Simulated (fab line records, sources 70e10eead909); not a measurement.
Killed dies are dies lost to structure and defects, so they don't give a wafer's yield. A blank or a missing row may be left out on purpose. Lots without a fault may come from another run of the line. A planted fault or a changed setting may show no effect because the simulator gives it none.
fab line records | flow nand_harc
record lots=24 wafers=72 last_day=34
route steps=1302 shown A_STAIRCASE@701
lots that met no fault: from a run of the same line without faults
start_h: hours from the record's first day to the start of the lot's first wafer shown | wait_h: hours since the lot's step before | " the same as in the row above | L1.1+2: a row that stands for several wafers | - no value, or no start given | * or withheld: withheld | < > ~ a bound
route shown NAME@n: a module of which the file shows steps, and the number in the route of the first | usual: mean/standard deviation of fault-free wafers | same: alike in all rows | chamber/n: place in a boat | sites: the reading at each site | _std_site: their standard deviation | _edge_site: outer sites' mean less inner sites' | radius_mm: how far each site lies from the wafer's centre | mask NAME#n: copy n | behind: the tool/chamber that last shaped the wafer | hold: why the lot was held/for how many hours/how that ended | device: the transistor (n, p or np) that didn't switch | end of line: the same wafers' tests at the end of the route | a step without rows: its recipe alone | killed: dies lost to structure and defects at the first sort, not the wafer's yield | map: a wafer's dies, x killed, . not, _ none there
set.NAME: the setting as run; set.NAME@STEP: as run at that earlier step | model.NAME: the simulator's own value behind a step, which no gauge read
steps of the route over a sample of lots; a table a step, a row a wafer
services: from which hour (start_h, from the record's first day; less than 0 if before it) a tool's chamber was out of use, for how many hours, and why
## steps
# step NHARC_A_STAIRCASE_TRIM_187
# recipe time_s=211.2 o2_flow_sccm=500 ar_flow_sccm=0 bias_w=0 chemistry=O2
# usual drypump_motor_current_A=5.8/0.38 oes_product_au=1.000/0.011 rf_vpp_V=57.7/0.78 showerhead_plenum_p_Torr=3.48/0.12 throttle_valve_pct=17.037/0.01
# columns lot.wafer tool chamber start_h wait_h drypump_motor_current_A oes_product_au rf_hours_counter_h rf_vpp_V showerhead_plenum_p_Torr throttle_valve_pct
L074.3 rie_diel-12 1 354.73 0.1 5.6 0.988 26 57.5 3.42 17.046
L074.6 " 2 " " 5.9 0.994 - 57.3 3.62 17.039
L074.5 " 3 " " 6.0 1.012 - 58.0 3.63 17.039
L076.3 rie_diel-07 0 374.22 0.1 5.8 0.981 24 58.4 3.49 17.033
L076.1 " 1 " " 6.3 0.995 24 57.0 3.40 17.045
L076.4 " 2 " " 6.0 1.019 27 57.7 3.51 17.034
L075.2 rie_diel-07 3 374.85 0.2 4.9 0.997 27 56.6 3.37 17.050
L075.5 " 1 " " 6.3 1.006 - 58.0 3.40 17.036
L075.4 " 2 " " 6.0 1.028 - 57.3 3.51 17.042
L077.4 rie_diel-12 2 389.68 0.1 5.8 0.995 32 58.5 3.61 17.038
L077.1 " 3 " " 6.0 1.005 37 57.8 3.62 17.036
L077.5 " 1 " " 5.6 0.983 - 57.1 3.42 17.041
L079.4 rie_diel-08 1 405.84 0.1 5.5 1.013 11 56.2 3.41 17.022
L079.1 " 2 " " 5.9 0.986 9 57.5 3.62 17.051
L079.3 " 3 " " 6.4 1.005 10 57.6 3.66 17.037
L078.2 rie_diel-12 3 406.96 0.1 6.0 1.009 43 58.1 3.62 17.038
L078.3 " 0 " " 5.8 0.993 36 57.9 3.45 17.039
L078.4 " 2 " " 5.8 0.993 38 57.6 3.61 17.065
L080.2 rie_diel-07 3 412.48 0.1 4.9 0.996 40 57.7 3.37 17.050
L080.3 " 1 " " 6.3 1.011 37 58.4 3.39 17.042
L080.4 " 2 " " 5.9 1.031 40 56.6 3.50 17.041
L081.3 rie_diel-12 0 436.47 0.3 5.8 0.999 46 57.3 3.45 17.039
L081.5 " 3 " " 6.0 1.007 - 58.3 3.61 17.023
L081.6 " 0 " " 5.8 0.988 - 58.3 3.45 17.038
L082.4 rie_diel-08 1 439.31 0.1 5.5 1.015 21 58.2 3.41 17.037
L082.1 " 3 " " 6.4 1.014 19 58.7 3.66 17.036
L082.6 " 2 " " 5.9 1.008 - 57.7 3.62 17.028
L083.3 rie_diel-08 3 454.86 0.1 6.4 1.004 24 59.0 3.66 17.031
L083.4 " 2 " " 5.9 1.002 25 58.3 3.61 17.045
L083.6 " 3 " " 6.4 1.010 - 59.4 3.66 17.032
L084.1 rie_diel-07 1 463.84 0.1 6.3 1.004 53 57.5 3.38 17.029
L084.2 " 0 " " 5.9 0.990 45 57.0 3.48 17.026
L084.6 " 2 " " 6.0 1.012 - 57.6 3.50 17.027
L085.4 rie_diel-07 1 467.43 0.1 6.3 0.991 54 58.0 3.38 17.022
L085.1 " 3 " " 4.9 1.001 58 58.2 3.36 17.044
L085.5 " 1 " " 6.3 1.000 - 57.9 3.38 17.015
L087.1 rie_diel-08 3 473.02 0.1 6.4 1.002 30 59.3 3.65 17.042
L087.6 " 3 " " 6.4 1.000 - 57.6 3.65 17.024
L087.5 " 0 " " 5.8 0.988 - 57.9 3.28 17.045
L086.3 rie_diel-08 2 476.42 3.0 5.9 1.006 34 56.9 3.61 17.048
L086.4 " 3 " " 6.4 1.001 34 59.0 3.65 17.041
L086.1 " 1 " " 5.5 1.007 38 58.4 3.40 17.036
L088.1 rie_diel-07 3 502.80 0.1 4.9 0.991 5 57.2 3.35 17.035
L088.5 " 0 " " 5.9 0.999 - 56.8 3.47 17.028
L088.6 " 1 " " 6.3 1.028 - 58.0 3.38 17.019
L089.1 rie_diel-12 1 502.91 0.1 5.6 0.987 22 57.1 3.39 17.034
L089.3 " 2 " " 5.9 0.998 16 58.4 3.60 17.046
L089.6 " 2 " " 5.9 1.000 - 57.4 3.60 17.035
L090.2 rie_diel-07 0 521.79 0.1 5.8 0.985 10 58.4 3.47 17.047
L090.5 " 1 " " 6.3 1.009 - 56.4 3.38 17.024
L090.6 " 2 " " 6.0 0.988 - 56.8 3.49 17.040
L092.2 rie_diel-08 0 533.44 0.1 5.8 0.982 49 58.5 3.27 17.056
L092.3 " 1 " " 5.5 1.011 52 58.5 3.39 17.041
L092.5 " 0 " " 5.8 0.995 - 57.5 3.27 17.018
L091.3 rie_diel-07 1 533.83 0.1 6.3 1.013 12 57.9 3.38 17.051
L091.2 " 2 " " 5.9 0.993 14 58.2 3.49 17.031
L091.5 " 0 " " 5.9 0.994 - 57.4 3.47 17.027
L093.2 rie_diel-12 1 550.77 0.1 5.6 0.988 37 57.5 3.39 17.035
L093.4 " 3 " " 6.0 0.988 34 56.7 3.59 17.044
L093.5 " 1 " " 5.6 0.993 - 58.3 3.39 17.039
L094.2 rie_diel-08 0 556.18 0.1 5.8 1.006 0 58.5 3.81 17.031
L094.3 " 3 " " 6.4 0.989 0 59.0 3.64 17.032
L094.5 " 1 " " 5.5 1.001 - 57.0 3.39 17.056
L096.3 rie_diel-07 3 575.98 0.1 4.9 1.006 33 57.4 3.34 17.035
L096.1 " 0 " " 5.9 1.024 31 57.5 3.46 17.037
L096.4 " 2 " " 5.9 1.010 30 59.0 3.48 17.053
L095.3 rie_diel-12 0 576.22 0.1 5.8 0.991 49 56.6 3.42 17.029
L095.4 " 1 " " 5.6 0.989 44 58.2 3.38 17.027
L095.6 " 2 " " 5.8 1.011 - 58.5 3.58 17.032
L097.4 rie_diel-12 3 603.18 0.1 6.0 0.986 48 58.2 3.58 17.036
L097.1 " 0 " " 5.8 0.997 54 56.2 3.41 17.015
L097.5 " 1 " " 5.6 0.999 - 57.5 3.38 17.035
# step NHARC_A_STAIRCASE_ETCH_188
# recipe target_depth_a=1000 time_s=40.5 ion_energy_ev=400 c4f8_flow_sccm=20 o2_flow_sccm=10 ar_flow_sccm=withheld rf_w=600 bias_w=1000 chemistry=C4F8/O2
# usual oes_product_au=0.940/0.014 rf_vpp_V=894/4.3
# columns lot.wafer tool chamber start_h wait_h oes_product_au rf_hours_counter_h rf_vpp_V
L074.3 rie_diel-12 3 - - 0.957 25 900
L074.6 " 3 " " 0.960 - 899
L074.5 " 0 " " 0.942 - 894
L076.4 rie_diel-07 2 - - 0.951 27 894
L076.3 " 3 " " 0.943 27 891
L076.1 " 0 " " 0.934 24 893
L075.2 rie_diel-07 1 - - 0.928 25 892
L075.5 " 3 " " 0.932 - 890
L075.4 " 1 " " 0.921 - 892
L077.1 rie_diel-12 2 - - 0.944 32 899
L077.4 " 0 " " 0.960 29 895
L077.5 " 3 " " 0.959 - 899
L079.4 rie_diel-08 0 - - 0.914 14 888
L079.1 " 1 " " 0.931 13 891
L079.3 " 2 " " 0.913 9 900
L078.2 rie_diel-12 3 - - 0.935 43 900
L078.4 " 0 " " 0.936 36 893
L078.3 " 1 " " 0.959 43 892
L080.2 rie_diel-07 2 - - 0.951 40 895
L080.3 " 0 " " 0.928 27 895
L080.4 " 1 " " 0.940 38 891
L081.3 rie_diel-12 0 - - 0.938 46 892
L081.5 " 1 " " 0.935 - 892
L081.6 " 2 " " 0.926 - 898
L082.1 rie_diel-08 2 - - 0.947 17 899
L082.4 " 0 " " 0.947 21 888
L082.6 " 3 " " 0.939 - 902
L083.4 rie_diel-08 0 - - 0.913 27 887
L083.3 " 1 " " 0.932 29 892
L083.6 " 1 " " 0.939 - 893
L084.1 rie_diel-07 2 - - 0.957 50 895
L084.2 " 0 " " 0.959 45 895
L084.6 " 2 " " 0.964 - 894
L085.1 rie_diel-07 1 - - 0.950 54 890
L085.4 " 2 " " 0.963 51 894
L085.5 " 0 " " 0.949 - 896
L087.1 rie_diel-08 3 - - 0.932 30 901
L087.5 " 0 " " 0.922 - 887
L087.6 " 1 " " 0.955 - 892
L086.3 rie_diel-08 2 - - 0.932 34 898
L086.1 " 3 " " 0.927 35 901
L086.4 " 0 " " 0.919 38 888
L088.1 rie_diel-07 3 - - 0.954 5 889
L088.6 " 1 " " 0.955 - 890
L088.5 " 2 " " 0.938 - 895
L089.1 rie_diel-12 1 - - 0.924 22 890
L089.3 " 2 " " 0.934 16 899
L089.6 " 0 " " 0.954 - 890
L090.2 rie_diel-07 1 - - 0.944 10 892
L090.6 " 0 " " 0.932 - 894
L090.5 " 1 " " 0.945 - 890
L092.3 rie_diel-08 1 - - 0.951 52 891
L092.2 " 2 " " 0.962 47 899
L092.5 " 0 " " 0.934 - 885
L091.3 rie_diel-07 0 - - 0.908 11 893
L091.2 " 1 " " 0.936 12 891
L091.5 " 3 " " 0.909 - 890
L093.4 rie_diel-12 3 - - 0.929 34 900
L093.2 " 1 " " 0.917 37 892
L093.5 " 3 " " 0.927 - 899
L094.3 rie_diel-08 0 - - 0.942 0 904
L094.2 " 3 " " 0.917 0 901
L094.5 " 1 " " 0.939 - 890
L096.3 rie_diel-07 3 - - 0.937 33 888
L096.4 " 0 " " 0.944 31 893
L096.1 " 1 " " 0.949 29 891
L095.4 rie_diel-12 2 - - 0.958 42 897
L095.3 " 0 " " 0.955 49 893
L095.6 " 2 " " 0.959 - 897
L097.1 rie_diel-12 2 - - 0.948 44 898
L097.4 " 1 " " 0.939 50 890
L097.5 " 2 " " 0.944 - 899
# step NHARC_A_STAIRCASE_ETCH_190
# recipe target_depth_a=1000 time_s=40.5 ion_energy_ev=400 c4f8_flow_sccm=20 o2_flow_sccm=10 ar_flow_sccm=withheld rf_w=600 bias_w=1000 chemistry=C4F8/O2
# usual oes_product_au=0.941/0.012 rf_vpp_V=894/4.3
# columns lot.wafer tool chamber start_h wait_h oes_product_au rf_hours_counter_h rf_vpp_V
L074.3 rie_diel-12 0 - - 0.947 18 894
L074.5 " 3 " " 0.960 - 899
L074.6 " 0 " " 0.940 - 892
L076.3 rie_diel-07 3 - - 0.941 27 892
L076.1 " 1 " " 0.937 24 893
L076.4 " 3 " " 0.944 - 891
L075.2 rie_diel-07 3 - - 0.927 27 889
L075.5 " 1 " " 0.930 - 891
L075.4 " 3 " " 0.929 - 892
L077.1 rie_diel-12 2 - - 0.942 32 899
L077.4 " 3 " " 0.960 37 898
L077.5 " 1 " " 0.924 - 892
L078.4 rie_diel-12 0 - - 0.916 36 892
L078.3 " 2 " " 0.930 38 900
L078.2 " 3 " " 0.944 43 898
L079.1 rie_diel-08 2 - - 0.936 10 899
L079.4 " 3 " " 0.946 11 901
L079.3 " 1 " " 0.963 13 893
L080.4 rie_diel-07 0 - - 0.919 27 895
L080.2 " 2 " " 0.957 41 895
L080.3 " 3 " " 0.938 40 890
L081.3 rie_diel-12 1 - - 0.946 53 891
L081.6 " 2 " " 0.945 - 900
L081.5 " 3 " " 0.951 - 898
L082.1 rie_diel-08 3 - - 0.934 19 901
L082.4 " 0 " " 0.939 21 888
L082.6 " 0 " " 0.943 - 887
L083.4 rie_diel-08 1 - - 0.937 29 891
L083.3 " 3 " " 0.933 24 901
L083.6 " 2 " " 0.934 - 898
L084.2 rie_diel-07 3 - - 0.947 57 890
L084.1 " 0 " " 0.959 45 894
L084.6 " 2 " " 0.963 - 895
L085.4 rie_diel-07 3 - - 0.944 58 890
L085.1 " 0 " " 0.936 46 893
L085.5 " 3 " " 0.951 - 891
L087.1 rie_diel-08 1 - - 0.942 36 892
L087.6 " 0 " " 0.914 - 888
L087.5 " 1 " " 0.935 - 891
L086.1 rie_diel-08 2 - - 0.948 34 897
L086.4 " 0 " " 0.934 38 886
L086.3 " 1 " " 0.949 39 891
L088.1 rie_diel-07 1 - - 0.951 5 890
L088.5 " 1 " " 0.964 - 889
L088.6 " 2 " " 0.931 - 895
L089.3 rie_diel-12 3 - - 0.930 15 898
L089.1 " 1 " " 0.935 22 892
L089.6 " 0 " " 0.953 - 892
L090.2 rie_diel-07 0 - - 0.945 10 893
L090.5 " 2 " " 0.947 - 895
L090.6 " 3 " " 0.920 - 888
L092.3 rie_diel-08 1 - - 0.958 52 892
L092.2 " 2 " " 0.953 47 900
L092.5 " 2 " " 0.962 - 899
L091.2 rie_diel-07 3 - - 0.936 14 889
L091.3 " 1 " " 0.939 12 889
L091.5 " 3 " " 0.934 - 888
L093.4 rie_diel-12 1 - - 0.922 37 892
L093.2 " 3 " " 0.941 35 899
L093.5 " 0 " " 0.931 - 891
L094.2 rie_diel-08 0 - - 0.963 1 905
L094.3 " 2 " " 0.933 1 897
L094.5 " 3 " " 0.930 - 902
L096.3 rie_diel-07 0 - - 0.953 32 892
L096.4 " 1 " " 0.947 29 891
L096.1 " 3 " " 0.949 33 890
L095.3 rie_diel-12 0 - - 0.937 49 893
L095.4 " 2 " " 0.950 42 898
L095.6 " 0 " " 0.947 - 891
L097.4 rie_diel-12 0 - - 0.918 55 892
L097.1 " 1 " " 0.930 50 889
L097.5 " 2 " " 0.934 - 897
# step NHARC_A_STAIRCASE_TRIM_196
# recipe time_s=211.2 o2_flow_sccm=500 ar_flow_sccm=0 bias_w=0 chemistry=O2
# usual drypump_motor_current_A=5.8/0.4 oes_product_au=0.996/0.011 rf_vpp_V=57.7/0.85 showerhead_plenum_p_Torr=3.47/0.11 throttle_valve_pct=17.037/0.0089
# columns lot.wafer tool chamber start_h wait_h drypump_motor_current_A oes_product_au rf_hours_counter_h rf_vpp_V showerhead_plenum_p_Torr throttle_valve_pct
L074.3 rie_diel-08 1 355.75 0.1 5.5 0.993 57 59.0 3.42 17.017
L074.6 " 3 " " 6.3 0.986 - 57.7 3.67 17.035
L074.5 " 0 " " 5.8 1.009 - 57.0 3.30 17.033
L076.3 rie_diel-12 3 375.44 0.1 6.0 0.999 30 57.4 3.62 17.027
L076.4 " 0 " " 5.8 0.997 22 57.1 3.46 17.034
L076.1 " 2 " " 5.8 1.005 27 58.6 3.62 17.042
L075.2 rie_diel-07 1 376.11 0.1 6.3 0.990 25 57.8 3.40 17.060
L075.4 " 2 " " 5.9 1.010 - 57.8 3.51 17.038
L075.5 " 3 " " 4.8 0.991 - 57.9 3.37 17.029
L077.4 rie_diel-12 3 390.71 0.1 6.0 1.001 37 57.0 3.62 17.056
L077.1 " 1 " " 5.6 0.988 37 56.6 3.42 17.024
L077.5 " 3 " " 6.1 1.008 - 57.8 3.62 17.039
L078.2 rie_diel-07 2 408.19 0.1 6.0 1.024 40 57.3 3.51 17.031
L078.3 " 3 " " 4.9 1.004 39 57.2 3.37 17.034
L078.4 " 1 " " 6.3 1.001 36 57.1 3.39 17.032
L079.1 rie_diel-12 3 408.53 0.1 6.0 0.998 44 56.6 3.62 17.033
L079.3 " 0 " " 5.8 0.975 37 58.3 3.45 17.043
L079.4 " 1 " " 5.6 0.992 44 56.9 3.41 17.037
L080.4 rie_diel-08 0 413.58 0.1 5.8 0.989 16 58.2 3.29 17.027
L080.3 " 1 " " 5.4 1.026 15 58.6 3.41 17.050
L080.2 " 2 " " 6.0 1.008 12 58.7 3.62 17.042
L081.3 rie_diel-07 1 437.61 0.1 6.3 1.008 44 57.8 3.39 17.029
L081.6 " 0 " " 5.8 0.973 - 58.8 3.48 17.031
L081.5 " 1 " " 6.3 1.002 - 56.4 3.39 17.036
L082.1 rie_diel-07 3 440.39 0.1 4.9 0.995 45 56.8 3.36 17.037
L082.4 " 1 " " 6.3 1.007 - 58.9 3.39 17.035
L082.6 " 3 " " 4.9 0.983 - 57.3 3.36 17.051
L083.3 rie_diel-07 1 456.06 0.1 6.3 0.994 50 58.2 3.38 17.038
L083.4 " 2 " " 6.0 1.009 47 57.8 3.50 17.028
L083.6 " 0 " " 5.9 0.996 - 58.5 3.48 17.039
L084.2 rie_diel-08 2 464.85 0.1 5.9 1.003 28 58.7 3.61 17.034
L084.1 " 3 " " 6.4 1.002 27 58.3 3.65 17.053
L084.6 " 2 " " 5.9 1.006 - 57.9 3.61 17.047
L085.1 rie_diel-12 1 468.56 0.1 5.6 0.984 5 56.7 3.40 17.049
L085.4 " 3 " " 6.0 0.992 5 57.9 3.61 17.020
L085.5 " 2 " " 5.9 0.994 - 57.5 3.60 17.034
L087.1 rie_diel-08 1 477.58 0.6 5.5 1.014 39 57.0 3.40 17.041
L087.5 " 3 " " 6.4 1.011 - 59.1 3.65 17.028
L087.6 " 0 " " 5.8 0.993 - 57.6 3.28 17.045
L086.4 rie_diel-08 3 478.11 0.1 6.4 1.008 35 58.7 3.65 17.036
L086.1 " 0 " " 5.8 0.988 39 57.0 3.28 17.043
L086.3 " 1 " " 5.4 1.008 39 56.0 3.40 17.026
L088.1 rie_diel-07 1 503.84 0.1 6.3 1.014 5 57.5 3.38 17.048
L088.5 " 2 " " 5.9 0.986 - 56.5 3.50 17.030
L088.6 " 3 " " 4.9 0.984 - 58.0 3.35 17.031
L089.3 rie_diel-12 1 503.93 0.1 5.6 0.977 22 55.6 3.39 17.037
L089.1 " 0 " " 5.8 0.989 21 56.4 3.43 17.040
L089.6 " 1 " " 5.6 0.980 - 57.3 3.39 17.038
L090.2 rie_diel-07 2 522.79 0.1 5.9 0.993 12 58.7 3.49 17.030
L090.5 " 1 " " 6.3 1.000 - 57.7 3.38 17.042
L090.6 " 2 " " 5.9 0.998 - 57.9 3.49 17.038
L091.3 rie_diel-12 1 536.66 0.9 5.6 0.988 34 57.5 3.39 17.032
L091.2 " 2 " " 5.9 1.003 27 57.8 3.59 17.052
L091.5 " 3 " " 6.0 0.989 - 57.9 3.59 17.046
L092.3 rie_diel-08 2 537.28 0.1 6.0 1.004 51 58.3 3.60 17.046
L092.2 " 3 " " 6.4 1.005 50 57.3 3.64 17.044
L092.5 " 3 " " 6.4 0.999 - 56.4 3.64 17.035
L093.2 rie_diel-12 1 551.80 0.1 5.6 0.988 37 57.5 3.39 17.029
L093.4 " 2 " " 5.9 1.006 35 59.7 3.59 17.036
L093.5 " 2 " " 5.9 1.004 - 59.4 3.59 17.046
L094.3 rie_diel-07 2 558.08 0.1 6.0 0.983 25 58.5 3.48 17.021
L094.2 " 0 " " 5.9 0.985 26 57.0 3.46 17.019
L094.5 " 3 " " 4.9 0.971 - 58.5 3.34 17.053
L096.3 rie_diel-07 2 577.03 0.1 6.0 0.995 31 57.7 3.48 17.031
L096.4 " 3 " " 4.8 0.987 33 57.5 3.34 17.025
L096.1 " 0 " " 5.8 0.996 32 60.1 3.46 17.051
L095.3 rie_diel-12 0 577.21 0.1 5.8 1.003 50 56.2 3.42 17.041
L095.4 " 1 " " 5.7 0.990 45 58.1 3.38 17.043
L095.6 " 1 " " 5.7 0.992 - 59.1 3.38 17.028
L097.4 rie_diel-12 3 605.07 0.1 6.0 0.970 49 58.8 3.58 17.039
L097.1 " 0 " " 5.8 0.992 55 57.5 3.41 17.045
L097.5 " 1 " " 5.6 0.985 - 58.0 3.38 17.042
# step NHARC_A_STAIRCASE_TRIM_198
# recipe time_s=211.2 o2_flow_sccm=500 ar_flow_sccm=0 bias_w=0 chemistry=O2
# usual drypump_motor_current_A=5.8/0.39 oes_product_au=0.998/0.012 rf_vpp_V=57.7/0.78 showerhead_plenum_p_Torr=3.48/0.11 throttle_valve_pct=17.036/0.0081
# columns lot.wafer tool chamber start_h wait_h drypump_motor_current_A oes_product_au rf_hours_counter_h rf_vpp_V showerhead_plenum_p_Torr throttle_valve_pct
L074.3 rie_diel-08 1 - - 5.4 0.998 57 56.8 3.42 17.039
L074.5 " 2 " " 5.9 0.986 - 56.7 3.63 17.044
L074.6 " 3 " " 6.4 0.993 - 58.0 3.67 17.026
L076.1 rie_diel-12 0 - - 5.8 0.980 22 58.0 3.46 17.036
L076.3 " 1 " " 5.6 0.990 32 56.9 3.42 17.029
L076.4 " 2 " " 5.8 1.003 28 58.5 3.62 17.052
L075.2 rie_diel-07 3 - - 4.8 1.002 28 56.3 3.37 17.038
L075.4 " 3 " " 4.9 1.000 - 58.3 3.37 17.029
L075.5 " 1 " " 6.3 0.999 - 58.3 3.40 17.025
L077.4 rie_diel-12 3 - - 6.1 0.999 37 57.5 3.62 17.030
L077.1 " 0 " " 5.8 0.987 29 56.9 3.45 17.033
L077.5 " 3 " " 6.0 0.993 - 58.2 3.62 17.042
L078.4 rie_diel-07 1 - - 6.3 0.992 37 58.3 3.39 17.024
L078.3 " 3 " " 4.9 0.994 39 57.8 3.37 17.028
L078.2 " 0 " " 5.9 0.976 26 57.1 3.49 17.044
L079.1 rie_diel-12 0 - - 5.8 0.994 37 57.5 3.45 17.045
L079.4 " 1 " " 5.6 0.987 44 57.9 3.41 17.023
L079.3 " 2 " " 5.9 0.992 39 56.6 3.61 17.033
L080.4 rie_diel-08 3 - - 6.4 1.001 13 58.0 3.66 17.036
L080.2 " 0 " " 5.8 0.975 16 58.6 3.29 17.041
L080.3 " 1 " " 5.4 1.014 15 56.9 3.41 17.051
L081.3 rie_diel-07 1 - - 6.3 1.004 44 57.6 3.39 17.021
L081.6 " 3 " " 4.9 1.000 - 57.2 3.36 17.047
L081.5 " 1 " " 6.3 1.009 - 57.4 3.39 17.030
L082.1 rie_diel-07 3 - - 4.9 0.995 46 57.1 3.36 17.025
L082.6 " 1 " " 6.3 1.003 - 57.3 3.39 17.023
L082.4 " 0 " " 5.9 0.993 - 57.7 3.48 17.031
L083.4 rie_diel-07 3 - - 4.9 1.007 52 58.0 3.36 17.037
L083.3 " 0 " " 5.8 0.997 40 57.6 3.48 17.040
L083.6 " 2 " " 6.0 1.009 - 58.3 3.50 17.024
L084.2 rie_diel-08 2 - - 5.9 1.009 28 56.4 3.61 17.035
L084.1 " 1 " " 5.4 0.998 33 57.6 3.40 17.040
L084.6 " 2 " " 6.0 0.995 - 57.9 3.61 17.047
L085.1 rie_diel-12 3 - - 6.1 0.984 5 57.7 3.61 17.026
L085.4 " 1 " " 5.6 0.979 6 57.1 3.40 17.042
L085.5 " 3 " " 6.1 0.981 - 58.6 3.61 17.041
L087.1 rie_diel-08 1 - - 5.5 1.015 39 57.3 3.40 17.035
L087.5 " 2 " " 5.9 1.020 - 56.9 3.61 17.037
L087.6 " 3 " " 6.4 0.991 - 58.1 3.65 17.024
L086.3 rie_diel-08 1 - - 5.4 0.994 39 57.9 3.40 17.038
L086.4 " 2 " " 5.9 1.003 35 58.7 3.61 17.029
L086.1 " 3 " " 6.4 1.000 36 57.2 3.65 17.035
L088.1 rie_diel-07 2 - - 5.9 0.999 5 56.6 3.50 17.034
L088.6 " 3 " " 4.9 0.985 - 57.2 3.35 17.045
L088.5 " 0 " " 5.9 1.001 - 59.2 3.47 17.038
L089.1 rie_diel-12 1 - - 5.6 0.992 23 57.6 3.39 17.044
L089.3 " 3 " " 6.1 0.999 15 59.5 3.60 17.035
L089.6 " 1 " " 5.6 0.984 - 57.4 3.39 17.037
L090.2 rie_diel-07 1 - - 6.3 0.996 10 56.7 3.38 17.030
L090.5 " 1 " " 6.3 1.004 - 56.6 3.38 17.033
L090.6 " 2 " " 6.0 0.991 - 57.3 3.49 17.040
L091.2 rie_diel-12 3 - - 6.0 0.983 27 59.3 3.59 17.039
L091.3 " 0 " " 5.8 0.993 33 58.4 3.43 17.045
L091.5 " 3 " " 6.0 0.984 - 59.4 3.59 17.043
L092.3 rie_diel-08 3 - - 6.4 1.015 50 57.3 3.64 17.038
L092.2 " 0 " " 5.8 1.005 51 57.5 3.27 17.036
L092.5 " 2 " " 5.9 1.004 - 57.4 3.60 17.023
L093.4 rie_diel-12 0 - - 5.8 0.990 41 58.2 3.42 17.027
L093.2 " 2 " " 5.8 1.004 35 58.9 3.59 17.040
L093.5 " 1 " " 5.6 0.996 - 57.5 3.39 17.043
L094.2 rie_diel-07 1 - - 6.3 1.011 23 57.7 3.37 17.035
L094.3 " 3 " " 4.9 0.982 29 57.2 3.34 17.025
L094.5 " 1 " " 6.3 1.006 - 58.1 3.37 17.032
L096.1 rie_diel-07 2 - - 6.0 1.013 31 57.3 3.48 17.032
L096.4 " 3 " " 4.9 0.995 33 56.8 3.34 17.027
L096.3 " 0 " " 5.8 1.009 32 58.7 3.46 17.040
L095.3 rie_diel-12 2 - - 5.8 1.009 42 58.1 3.58 17.045
L095.4 " 3 " " 6.0 0.981 44 59.3 3.58 17.031
L095.6 " 3 " " 6.0 0.981 - 58.2 3.58 17.037
L097.4 rie_diel-12 0 - - 5.8 1.009 55 57.0 3.41 17.047
L097.1 " 2 " " 5.9 1.018 45 57.8 3.58 17.022
L097.5 " 0 " " 5.8 1.007 - 57.4 3.41 17.042
# step NHARC_A_STAIRCASE_ETCH_201
# recipe target_depth_a=1000 time_s=40.5 ion_energy_ev=400 c4f8_flow_sccm=20 o2_flow_sccm=10 ar_flow_sccm=withheld rf_w=600 bias_w=1000 chemistry=C4F8/O2
# usual oes_product_au=0.941/0.013 rf_vpp_V=894/4
# columns lot.wafer tool chamber start_h wait_h oes_product_au rf_hours_counter_h rf_vpp_V
L074.3 rie_diel-08 3 - - 0.921 51 901
L074.5 " 1 " " 0.955 - 893
L074.6 " 2 " " 0.930 - 900
L076.1 rie_diel-12 3 - - 0.948 30 900
L076.3 " 0 " " 0.945 23 893
L076.4 " 1 " " 0.950 32 891
L075.2 rie_diel-07 1 - - 0.937 26 891
L075.5 " 2 " " 0.952 - 894
L075.4 " 3 " " 0.942 - 891
L077.1 rie_diel-12 2 - - 0.926 33 899
L077.4 " 3 " " 0.930 37 900
L077.5 " 3 " " 0.928 - 900
L078.3 rie_diel-07 1 - - 0.942 37 891
L078.4 " 3 " " 0.953 39 890
L078.2 " 0 " " 0.925 26 895
L079.1 rie_diel-12 0 - - 0.932 37 895
L079.4 " 1 " " 0.937 44 891
L079.3 " 2 " " 0.941 39 899
L080.3 rie_diel-08 0 - - 0.933 16 887
L080.4 " 1 " " 0.977 15 892
L080.2 " 2 " " 0.949 12 900
L081.3 rie_diel-07 0 - - 0.934 33 894
L081.5 " 0 " " 0.927 - 895
L081.6 " 1 " " 0.941 - 891
L082.1 rie_diel-07 3 - - 0.944 46 890
L082.4 " 0 " " 0.926 - 894
L082.6 " 1 " " 0.942 - 891
L083.4 rie_diel-07 2 - - 0.950 48 894
L083.3 " 3 " " 0.940 52 890
L083.6 " 2 " " 0.955 - 897
L084.2 rie_diel-08 3 - - 0.943 27 901
L084.1 " 1 " " 0.957 33 892
L084.6 " 0 " " 0.946 - 887
L085.1 rie_diel-12 2 - - 0.950 4 898
L085.4 " 3 " " 0.951 5 898
L085.5 " 0 " " 0.940 - 893
L087.1 rie_diel-08 0 - - 0.918 39 885
L087.6 " 3 " " 0.943 - 900
L087.5 " 0 " " 0.926 - 886
L086.3 rie_diel-08 3 - - 0.946 36 901
L086.4 " 0 " " 0.937 39 888
L086.1 " 1 " " 0.963 39 892
L089.1 rie_diel-12 2 - - 0.937 17 899
L089.3 " 0 " " 0.927 21 893
L089.6 " 2 " " 0.932 - 897
L088.1 rie_diel-07 1 - - 0.930 6 890
L088.6 " 1 " " 0.939 - 891
L088.5 " 2 " " 0.916 - 895
L090.2 rie_diel-07 2 - - 0.946 12 894
L090.6 " 2 " " 0.953 - 895
L090.5 " 3 " " 0.936 - 890
L091.3 rie_diel-12 1 - - 0.948 34 892
L091.2 " 2 " " 0.948 27 898
L091.5 " 1 " " 0.959 - 891
L092.3 rie_diel-08 2 - - 0.938 51 898
L092.2 " 0 " " 0.936 51 887
L092.5 " 2 " " 0.943 - 898
L093.4 rie_diel-12 3 - - 0.920 35 898
L093.2 " 0 " " 0.925 41 891
L093.5 " 3 " " 0.924 - 898
L094.2 rie_diel-07 2 - - 0.962 26 894
L094.3 " 3 " " 0.943 29 889
L094.5 " 2 " " 0.961 - 893
L096.3 rie_diel-07 1 - - 0.963 29 891
L096.4 " 2 " " 0.948 31 894
L096.1 " 0 " " 0.960 32 894
L095.3 rie_diel-12 1 - - 0.942 45 892
L095.4 " 2 " " 0.960 42 898
L095.6 " 0 " " 0.944 - 892
L097.4 rie_diel-12 0 - - 0.932 56 892
L097.1 " 1 " " 0.927 51 891
L097.5 " 0 " " 0.926 - 892
## services
# columns tool chamber start_h hours kind
rie_diel-08 2 342.26 1.4 repair
rie_diel-07 3 347.17 4.9 repair
rie_diel-07 0 357.00 - clean
rie_diel-07 1 357.00 - clean
rie_diel-07 2 357.00 - clean
rie_diel-07 3 357.00 - clean
rie_diel-08 - 367.88 9.0 pm
rie_diel-07 0 381.54 - clean
rie_diel-07 1 381.54 - clean
rie_diel-07 2 381.54 - clean
rie_diel-07 3 381.54 - clean
rie_diel-07 0 385.23 18.2 repair
rie_diel-07 0 406.04 - clean
rie_diel-07 1 406.04 - clean
rie_diel-07 2 406.04 - clean
rie_diel-07 3 406.04 - clean
rie_diel-08 0 431.78 2.8 repair
rie_diel-12 - 447.46 9.0 pm
rie_diel-08 0 481.63 3.7 repair
rie_diel-08 - 488.25 0.8 repair
rie_diel-12 1 544.04 2.3 repair
rie_diel-08 - 544.88 9.0 pm
rie_diel-12 2 582.04 17.2 repair
rie_diel-08 3 590.36 5.6 repair
## key
fault none
